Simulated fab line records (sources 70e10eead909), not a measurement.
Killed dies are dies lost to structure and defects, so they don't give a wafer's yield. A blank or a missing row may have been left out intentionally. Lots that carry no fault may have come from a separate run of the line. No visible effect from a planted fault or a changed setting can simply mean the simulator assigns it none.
fab line records | flow nandHarc | part 2 of 2: steps 30 to 39 of 39
[record] lots = 5 | wafers = 15 | lastDay = 33
route steps=1302 shown P_BONDPAD@373 A_START@389 A_ZERO_WELL@390 A_SOURCE_PLATE@413
lots that met no fault: from a run of the same line without faults
startH: hours from the record's opening day to when the first of the lot's shown wafers began | waitH: hours since the lot's step before | " the same as in the row above | L1.1+2: one row covering several wafers at once | - no value, or no start was given | * or withheld: withheld | < > ~ a bound
route shown NAME@n: a module of which the file shows steps, and the number in the route of the first | usual: mean and standard deviation over wafers with no fault | same: alike in all rows | chamber/n: place in a boat | sites: each site's reading | _std_site: how widely they spread, as a standard deviation | _edge_site: the outer-site mean with the inner-site mean subtracted | radiusMm: how far each site lies from the wafer's centre | mask NAME#n: copy n | behind: the most recent tool/chamber to have shaped the wafer | hold: the reason the lot was held/the length of the hold in hours/how it ended | device: the transistor (n, p or np) that didn't switch | end of line: at the end of the route, the tests of the same wafers | a step with no rows: only its recipe | killed: count of dies lost to structure and defects at first sort (not the wafer's yield) | map: shows each die of a wafer: x if killed, . if not, _ if none is there
set.NAME: setting as actually run; set.NAME@STEP: the setting as run at that earlier step | model.NAME: the simulator's own value behind a step, which no gauge read
certain route steps with their lots: each step a table, each wafer a row
services: the hour from which a tool's chamber was out of use, counted from the record's first day as startH (under 0 if before that day), plus the number of hours and why
[[steps]]
[step NHARC_A_ZERO_WELL_ETCH_19]
[recipe] targetDepthA = 800 | overetchA = 240 | timeS = 87.88 | ionEnergyEv = 200 | n2FlowSccm = 150 | h2FlowSccm = 150 | arFlowSccm = 0 | rfW = 400 | biasW = 150 | chemistry = N2/H2
[usual] drypumpMotorCurrentA = 5.6/0.33 | oesProductAu = 1.001/0.0077 | rfVppV = 432.0/2.1 | showerheadPlenumPTorr = 2.09/0.074 | throttleValvePct = 14.173/0.0087
lot.wafer | tool       | chamber | startH | waitH | drypumpMotorCurrentA | oesProductAu | rfHoursCounterH | rfVppV | showerheadPlenumPTorr | throttleValvePct
L082.2    | rieDiel-05 | 3       | 225.37 | 0.1   | 5.9                  | 1.007        | 4               | 429.0  | 2.02                  | 14.177
L082.3    | "          | 0       | "      | "     | 5.4                  | 1.006        | 4               | 432.0  | 2.13                  | 14.175
L082.6    | "          | 2       | "      | "     | 5.4                  | 1.001        | -               | 435.8  | 2.20                  | 14.180
L088.3    | rieDiel-08 | 2       | 288.27 | 0.1   | 6.0                  | 0.997        | 14              | 430.3  | 2.01                  | 14.171
L088.2    | "          | 3       | "      | "     | 6.1                  | 0.989        | 17              | 428.6  | 1.98                  | 14.175
L088.1    | "          | 0       | "      | "     | 5.9                  | 1.001        | 19              | 429.1  | 1.99                  | 14.175
L091.4    | rieDiel-05 | 0       | 306.11 | 0.1   | 5.5                  | 1.004        | 2               | 431.6  | 2.13                  | 14.167
L091.6    | "          | 3       | "      | "     | 6.0                  | 0.989        | -               | 430.8  | 2.02                  | 14.182
L091.5    | "          | 0       | "      | "     | 5.5                  | 1.003        | -               | 434.1  | 2.13                  | 14.161
L092.3    | rieDiel-05 | 3       | 318.26 | 0.1   | 6.0                  | 0.994        | 3               | 430.7  | 2.02                  | 14.173
L092.2    | "          | 0       | "      | "     | 5.5                  | 1.013        | 2               | 433.5  | 2.13                  | 14.165
L092.6    | "          | 2       | "      | "     | 5.4                  | 1.005        | -               | 434.1  | 2.20                  | 14.162
L096.1    | rieDiel-05 | 0       | 358.96 | 0.1   | 5.5                  | 1.007        | 4               | 433.6  | 2.13                  | 14.162
L096.3    | "          | 1       | "      | "     | 5.2                  | 1.002        | 4               | 432.1  | 2.11                  | 14.173
L096.6    | "          | 3       | "      | "     | 6.0                  | 0.994        | -               | 429.7  | 2.02                  | 14.177
[step NHARC_A_ZERO_WELL_ETCH_13]
[recipe] targetDepthA = 1200 | timeS = 40.1 | hbrFlowSccm = 150 | cl2FlowSccm = 50 | rfW = 400 | icpW = 400 | biasW = 100 | chemistry = HBr/Cl2
[usual] drypumpMotorCurrentA = 5.7/0.64 | oesProductAu = 1.003/0.0081 | throttleValvePct = 26.405/0.009
lot.wafer | tool     | chamber | startH | waitH | drypumpMotorCurrentA | oesProductAu | rfHoursCounterH | throttleValvePct
L082.3    | rieSi-04 | 0       | 225.50 | -     | 6.5                  | 1.006        | 0.4             | 26.405
L082.2    | "        | 2       | "      | "     | 5.2                  | 1.003        | 0.3             | 26.401
L082.6    | "        | 0       | "      | "     | 6.5                  | 1.016        | -               | 26.400
L088.1    | rieSi-03 | 3       | 288.38 | -     | 4.7                  | 0.993        | 0.2             | 26.391
L088.2    | "        | 1       | "      | "     | 6.3                  | 0.996        | 0.3             | 26.406
L088.3    | "        | 2       | "      | "     | 5.4                  | 1.019        | 0.2             | 26.400
L091.4    | rieSi-04 | 2       | 306.22 | -     | 5.3                  | 1.003        | 0.9             | 26.423
L091.5    | "        | 2       | "      | "     | 5.3                  | 1.000        | -               | 26.396
L091.6    | "        | 3       | "      | "     | 5.2                  | 0.998        | -               | 26.403
L092.2    | rieSi-04 | 0       | 318.37 | -     | 6.5                  | 1.006        | 1.1             | 26.417
L092.3    | "        | 1       | "      | "     | 6.5                  | 1.007        | 0.9             | 26.409
L092.6    | "        | 0       | "      | "     | 6.5                  | 1.009        | -               | 26.402
L096.1    | rieSi-04 | 2       | 359.08 | -     | 5.2                  | 1.000        | 0.1             | 26.389
L096.3    | "        | 3       | "      | "     | 5.2                  | 0.995        | 0.1             | 26.419
L096.6    | "        | 1       | "      | "     | 6.5                  | 1.000        | -               | 26.415
[step NHARC_A_ZERO_WELL_STRIP_14]
[recipe] timeS = 900 | tempC = 130 | chemistry = SPM
[usual] bathHeatDutyPct = 14.9/1.8
lot.wafer | tool        | chamber | startH | waitH | bathHeatDutyPct
L082.2    | wetBench-05 | 6       | 225.64 | -     | 16.9
L082.3    | "           | 7       | "      | "     | 13.8
L082.6    | "           | 1       | "      | "     | 15.9
L088.3    | wetBench-06 | 3       | 288.56 | -     | 11.4
L088.1    | "           | 4       | "      | "     | 15.2
L088.2    | "           | 5       | "      | "     | 14.0
L091.6    | wetBench-06 | 2       | 306.38 | -     | 15.6
L091.5    | "           | 3       | "      | "     | 11.5
L091.4    | "           | 4       | "      | "     | 14.0
L092.2    | wetBench-03 | 1       | 318.52 | -     | 14.0
L092.3    | "           | 3       | "      | "     | 15.2
L092.6    | "           | 5       | "      | "     | 12.4
L096.6    | wetBench-06 | 3       | 359.23 | -     | 10.2
L096.3    | "           | 7       | "      | "     | 13.7
L096.1    | "           | 0       | "      | "     | 18.8
[step NHARC_A_ZERO_WELL_IMPLANT_15]
[recipe] energyKev = 150 | doseCm2 = 1e+13 | tiltDeg = 7
[usual] endStationPressureTorr = 5.08e-06/2.9e-07
[same] implantIonAmu = 11
lot.wafer | tool         | chamber | startH | waitH | endStationPressureTorr
L082.2    | implanter-02 | 0       | 226.07 | 0.1   | 4.89e-06
L082.3    | "            | 0       | "      | "     | 5.2e-06
L082.6    | "            | 0       | "      | "     | 5.67e-06
L088.1    | implanter-02 | 0       | 288.94 | 0.1   | 4.91e-06
L088.2    | "            | 0       | "      | "     | 5.5e-06
L088.3    | "            | 0       | "      | "     | 4.96e-06
L091.4    | implanter-01 | 0       | 306.86 | 0.1   | 5.31e-06
L091.5    | "            | 0       | "      | "     | 5.44e-06
L091.6    | "            | 0       | "      | "     | 4.48e-06
L092.2    | implanter-02 | 0       | 318.95 | 0.1   | 5.49e-06
L092.3    | "            | 0       | "      | "     | 4.59e-06
L092.6    | "            | 0       | "      | "     | 4.68e-06
L096.1    | implanter-02 | 0       | 359.69 | 0.1   | 5.7e-06
L096.3    | "            | 0       | "      | "     | 5.05e-06
L096.6    | "            | 0       | "      | "     | 5.19e-06
[step NHARC_A_ZERO_WELL_PRECLEAN_22]
[recipe] timeS = 60 | tempC = 50 | bathAgeMin = 0 | chemistry = SC1
[usual] bathHeatDutyPct = 7.1/0.84
lot.wafer | tool        | chamber | startH | waitH | bathHeatDutyPct
L082.3    | wetBench-03 | 0       | 226.25 | 0.1   | 6.6
L082.2    | "           | 1       | "      | "     | 6.8
L082.6    | "           | 3       | "      | "     | 7.0
L088.3    | wetBench-05 | 3       | 289.15 | 0.1   | 5.9
L088.1    | "           | 4       | "      | "     | 7.5
L088.2    | "           | 6       | "      | "     | 8.0
L091.5    | wetBench-03 | 5       | 306.98 | 0.1   | 6.1
L091.4    | "           | 6       | "      | "     | 7.9
L091.6    | "           | 2       | "      | "     | 7.2
L092.2    | wetBench-05 | 6       | 319.14 | 0.2   | 7.1
L092.6    | "           | 7       | "      | "     | 7.1
L092.3    | "           | 2       | "      | "     | 7.5
L096.3    | wetBench-03 | 0       | 359.90 | 0.1   | 7.1
L096.1    | "           | 1       | "      | "     | 6.3
L096.6    | "           | 4       | "      | "     | 6.0
[step NHARC_A_ZERO_WELL_SRD_23]
lot.wafer  | tool        | chamber | startH | waitH
L082.3+2+6 | wetBench-03 | 0,1,3   | -      | -
L088.3+1+2 | wetBench-05 | 3,4,6   | -      | -
L091.5+4+6 | wetBench-03 | 5,6,2   | -      | -
L092.2+6+3 | wetBench-05 | 6,7,2   | -      | -
L096.3+1+6 | wetBench-03 | 0,1,4   | -      | -
[step NHARC_A_ZERO_WELL_RTA_16]
[recipe] tempC = 1000 | timeS = 10
[usual] lampPowerPct = 30/4.8 | lamp_zone_3_pct = 30/4.8 | wafer_temp_C_max = 1004.4/1.2
lot.wafer | tool         | chamber | startH | waitH | lampPowerPct | lamp_zone_3_pct | wafer_temp_C_max
L082.2    | rtpAnneal-01 | 0       | 226.41 | -     | 34           | 34              | 1006.5
L082.3    | "            | 0       | "      | "     | 34           | 34              | 1004.8
L082.6    | "            | 0       | "      | "     | 34           | 34              | 1006.4
L088.1    | rtpAnneal-01 | 0       | 289.28 | -     | 34           | 34              | 1004.9
L088.2    | "            | 0       | "      | "     | 34           | 34              | 1005.2
L088.3    | "            | 0       | "      | "     | 34           | 34              | 1003.5
L091.4    | rtpAnneal-01 | 0       | 307.20 | -     | 34           | 34              | 1005.2
L091.5    | "            | 0       | "      | "     | 34           | 34              | 1004.4
L091.6    | "            | 0       | "      | "     | 34           | 34              | 1005.7
L092.2    | rtpAnneal-01 | 0       | 319.30 | -     | 34           | 34              | 1006.5
L092.3    | "            | 0       | "      | "     | 34           | 34              | 1006.1
L092.6    | "            | 0       | "      | "     | 34           | 34              | 1006.6
L096.1    | rtpAnneal-02 | 0       | 360.04 | -     | 24           | 24              | 1003.7
L096.3    | "            | 0       | "      | "     | 24           | 24              | 1003.3
L096.6    | "            | 0       | "      | "     | 24           | 24              | 1003.2
[step NHARC_A_ZERO_WELL_INSPECT_17]
[usual] rawDefectCount = 10/6.2
lot.wafer | tool             | chamber | startH | waitH | rawDefectCount
L082.2    | defectInspect-02 | -       | 226.58 | 0.1   | 15
L082.3    | "                | -       | "      | "     | 19
L082.6    | "                | -       | "      | "     | 12
L088.1    | defectInspect-02 | -       | 289.48 | 0.2   | 5
L088.2    | "                | -       | "      | "     | 6
L088.3    | "                | -       | "      | "     | 12
L091.4    | defectInspect-02 | -       | 307.32 | 0.1   | 16
L091.5    | "                | -       | "      | "     | 5
L091.6    | "                | -       | "      | "     | 4
L092.2    | defectInspect-01 | -       | 319.47 | 0.1   | 9
L092.3    | "                | -       | "      | "     | 5
L092.6    | "                | -       | "      | "     | 5
L096.1    | defectInspect-01 | -       | 360.23 | 0.2   | 8
L096.3    | "                | -       | "      | "     | 12
L096.6    | "                | -       | "      | "     | 8
[step NHARC_A_SOURCE_PLATE_PRECLEAN_00]
[recipe] timeS = 60 | chemistry = HF-LAST
lot.wafer  | tool        | chamber | startH | waitH
L082.3+2+6 | wetBench-02 | 3,4,0   | 226.63 | 0.0
L088.3+1+2 | wetBench-01 | 2,3,4   | 289.54 | 0.1
L091.6+5+4 | wetBench-02 | 4,5,7   | 307.37 | 0.0
L092.2+3+6 | wetBench-04 | 4,7,0   | 319.52 | 0.1
L096.1+3+6 | wetBench-02 | 5,6,0   | 360.29 | 0.1
[step NHARC_A_SOURCE_PLATE_SRD_01]
lot.wafer  | tool        | chamber | startH | waitH
L082.3+2+6 | wetBench-02 | 3,4,0   | -      | -
L088.3+1+2 | wetBench-01 | 2,3,4   | -      | -
L091.6+5+4 | wetBench-02 | 4,5,7   | -      | -
L092.2+3+6 | wetBench-04 | 4,7,0   | -      | -
L096.1+3+6 | wetBench-02 | 5,6,0   | -      | -
[[services]]
tool          | chamber | startH | hours | kind
rieDiel-05    | 3       | 199.70 | 7.9   | repair
wetBench-03   | -       | 210.40 | 8.0   | pm
rieDiel-05    | 0       | 212.49 | 5.1   | repair
rieDiel-05    | -       | 213.32 | 3.8   | repair
wetBench-10   | -       | 220.70 | 1.5   | repair
pvdSputter-01 | -       | 226.04 | 10.0  | pm
lithoTrack-02 | -       | 227.00 | 7.0   | pm
rieDiel-05    | -       | 229.72 | 9.0   | pm
implanter-02  | -       | 231.85 | 1.8   | repair
wetBench-02   | -       | 244.00 | 8.0   | pm
wetBench-08   | -       | 249.58 | 1.3   | repair
rieDiel-05    | 2       | 254.99 | 14.3  | repair
rieDiel-05    | 1       | 256.78 | 10.2  | repair
wetBench-05   | -       | 260.80 | 8.0   | pm
ecdCu-01      | -       | 268.61 | 0.8   | repair
lithoTrack-03 | -       | 275.00 | 7.0   | pm
rieDiel-05    | 1       | 281.46 | 3.8   | repair
pvdSputter-02 | -       | 282.20 | 10.0  | pm
wetBench-08   | -       | 294.40 | 8.0   | pm
lithoTrack-05 | -       | 299.00 | 7.0   | pm
pvdSputter-02 | -       | 327.85 | 0.9   | repair
ecdCu-01      | -       | 336.00 | 8.0   | pm
rieSi-04      | -       | 342.00 | 9.0   | pm
wetBench-10   | -       | 359.71 | 8.0   | pm
